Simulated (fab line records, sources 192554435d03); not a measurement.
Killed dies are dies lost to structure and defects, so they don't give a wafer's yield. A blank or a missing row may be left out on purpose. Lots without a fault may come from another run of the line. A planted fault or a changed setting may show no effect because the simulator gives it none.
Which tool did it? | flow n5_finfet | 24 lots, 72 wafers sampled, at 3 steps of a route of 1938

WHAT THE GAUGES READ, wafer by wafer
N5_HKMG_FIN_INSPECT_61: inspects for defects (macro).
lot  | measured    | on                | raw_defect_count
L074 | day 4 01:50 | defect_inspect-02 | 1 1 1
L075 | day 4 08:37 | defect_inspect-02 | 1 3 0
L076 | day 4 11:43 | defect_inspect-02 | 3 2 1
L077 | day 4 16:43 | defect_inspect-02 | 1 2 2
L078 | day 4 23:09 | defect_inspect-02 | 1 1 4
L079 | day 5 07:40 | defect_inspect-01 | 1 0 2
L080 | day 5 13:00 | defect_inspect-01 | 3 2 3
L081 | day 5 19:01 | defect_inspect-01 | 1 2 1
L082 | day 6 05:05 | defect_inspect-01 | 5 2 3
L083 | day 6 07:36 | defect_inspect-02 | 0 2 2
L084 | day 6 14:04 | defect_inspect-02 | 3 3 2
L086 | day 7 00:43 | defect_inspect-02 | 1 2 2
L085 | day 7 05:05 | defect_inspect-01 | 2 1 1
L087 | day 7 07:43 | defect_inspect-01 | 3 6 4
L088 | day 7 12:14 | defect_inspect-01 | 0 2 2
L089 | day 7 19:58 | defect_inspect-02 | 0 3 3
L090 | day 7 22:41 | defect_inspect-01 | 1 2 1
L091 | day 8 05:10 | defect_inspect-01 | 1 1 3
L092 | day 8 10:46 | defect_inspect-01 | 3 4 3
L093 | day 8 17:41 | defect_inspect-02 | 1 1 1
L094 | day 9 00:23 | defect_inspect-01 | 2 1 4
L095 | day 9 06:15 | defect_inspect-01 | 2 1 1
L096 | day 9 11:46 | defect_inspect-02 | 3 1 3
L097 | day 9 20:20 | defect_inspect-01 | 0 2 1

N5_HKMG_FIN_OVL_MEAS_13.
lot  | measured     | on         | NWFM_OVL (nm)
L074 | day 4 06:15  | overlay-02 | -1.0 -0.4 0.1
L075 | day 4 12:05  | overlay-02 | 0.6 0.7 0.8
L076 | day 4 15:14  | overlay-02 | 0.0 -0.3 -0.6
L077 | day 4 19:56  | overlay-02 | -0.5 -0.2 -0.9
L078 | day 5 02:22  | overlay-02 | 1.0 0.6 0.3
L079 | day 5 11:22  | overlay-02 | 1.0 0.4 0.0
L080 | day 5 16:31  | overlay-02 | -0.5 -0.6 -1.5
L081 | day 5 22:39  | overlay-02 | -0.8 -0.3 0.1
L082 | day 6 08:26  | overlay-02 | 0.1 -0.2 -0.1
L083 | day 6 11:18  | overlay-01 | 0.5 0.1 -0.1
L084 | day 6 17:25  | overlay-02 | 0.6 0.2 0.0
L086 | day 7 04:12  | overlay-01 | 0.1 0.0 0.1
L085 | day 7 08:31  | overlay-02 | -0.2 0.2 -0.1
L087 | day 7 11:04  | overlay-01 | 1.3 0.8 -1.0
L088 | day 7 15:27  | overlay-01 | -0.4 -0.5 -0.4
L089 | day 7 23:12  | overlay-02 | 1.0 1.5 0.0
L090 | day 8 02:22  | overlay-01 | -0.5 -0.1 -0.1
L091 | day 8 08:31  | overlay-02 | -0.3 -0.5 -0.2
L092 | day 8 14:08  | overlay-02 | 0.1 -0.4 -0.7
L093 | day 8 21:06  | overlay-01 | -0.1 -0.3 0.9
L094 | day 9 03:40  | overlay-01 | 0.3 1.2 1.6
L095 | day 9 09:53  | overlay-02 | 0.9 1.4 -0.2
L096 | day 9 15:22  | overlay-02 | -0.2 -0.6 0.0
L097 | day 10 01:14 | overlay-02 | 0.6 -0.5 0.9

WHICH TOOL RAN EACH LOT (tool, then ch and the chambers of the sampled wafers, then the start)
lot  | N5_HKMG_FIN_ALD_74
L074 | ald_hk-03 ch 0,2,3, day 4 01:14
L075 | ald_hk-02 ch 2,3, day 4 08:01
L076 | ald_hk-02 ch 0,2,3, day 4 11:07
L077 | ald_hk-03 ch 0,1, day 4 16:07
L078 | ald_hk-02 ch 0,2,3, day 4 22:33
L079 | ald_hk-03 ch 0,2,3, day 5 07:04
L080 | ald_hk-01 ch 1,2,3, day 5 12:24
L081 | ald_hk-03 ch 1,2,3, day 5 18:25
L082 | ald_hk-03 ch 0,2,3, day 6 04:29
L083 | ald_hk-02 ch 0,1,2, day 6 07:01
L084 | ald_hk-01 ch 0,1,2, day 6 13:20
L086 | ald_hk-02 ch 0,1, day 7 00:07
L085 | ald_hk-03 ch 0,1,2, day 7 04:28
L087 | ald_hk-02 ch 0,1,3, day 7 07:07
L088 | ald_hk-02 ch 1,3, day 7 11:46
L089 | ald_hk-03 ch 0,2,3, day 7 19:13
L090 | ald_hk-01 ch 1,2,3, day 7 22:05
L091 | ald_hk-01 ch 0,1,3, day 8 04:34
L092 | ald_hk-03 ch 1,2,3, day 8 10:17
L093 | ald_hk-01 ch 1,2,3, day 8 17:05
L094 | ald_hk-02 ch 1,3, day 8 23:47
L095 | ald_hk-03 ch 0,3, day 9 05:47
L096 | ald_hk-03 ch 1,2, day 9 11:10
L097 | ald_hk-01 ch 0,1,2, day 9 17:51
- N5_HKMG_FIN_ALD_74: deposits La2O3, target thk 0.5 nm, pulse time 6 s, co reactant pulse time 1 s.

WHAT THE TOOLS THEMSELVES READ (means of the sampled wafers that have a number; where no wafer has one, the mark that the record gives instead)
N5_HKMG_FIN_ALD_74.
lot  | tool      | heater_power_w (W) | precursor_pulse_height_rel
L074 | ald_hk-03 | 346                | 0.976
L075 | ald_hk-02 | 304                | 0.990
L076 | ald_hk-02 | 343                | 1.007
L077 | ald_hk-03 | 324                | 0.990
L078 | ald_hk-02 | 333                | 0.992
L079 | ald_hk-03 | 339                | 0.991
L080 | ald_hk-01 | 381                | 0.998
L081 | ald_hk-03 | 351                | 0.983
L082 | ald_hk-03 | 345                | 1.001
L083 | ald_hk-02 | 359                | 1.001
L084 | ald_hk-01 | 387                | 0.974
L086 | ald_hk-02 | 391                | 0.980
L085 | ald_hk-03 | 355                | 1.009
L087 | ald_hk-02 | 379                | 0.986
L088 | ald_hk-02 | 372                | 1.026
L089 | ald_hk-03 | 348                | 0.989
L090 | ald_hk-01 | 380                | 1.002
L091 | ald_hk-01 | 373                | 0.989
L092 | ald_hk-03 | 355                | 1.006
L093 | ald_hk-01 | 385                | 0.999
L094 | ald_hk-02 | 366                | 1.001
L095 | ald_hk-03 | 314                | 0.997
L096 | ald_hk-03 | 392                | 1.005
L097 | ald_hk-01 | 388                | 0.998

THE ANSWER, worked out from the rows above alone
Rule: what is usual is taken from the lots themselves. Put in order of their means at a reading, lots are off if they are a third of the lots or fewer, leave a main group of 4 or more, and stand apart from it by a gap of 3 or more times the standard deviation of the main group's means; of several such gaps the widest counts. A main group whose means are all the same, to the digits that the tables above print for the reading, isn't used. A lot without any number at a reading at which 4 lots or more have one is off too. The other lots that the step has rows for count as sound. The gauges are gone through in route order, then the tools' own readings, and for those a lot's mean is taken as printed above. The first step at which some lot is off is used, and at that step the reading that is off furthest; a lot without a number counts as furthest.
No lot is off at any reading shown: from this, nothing can be told.

WHAT THE SIMULATOR HAD PUT IN
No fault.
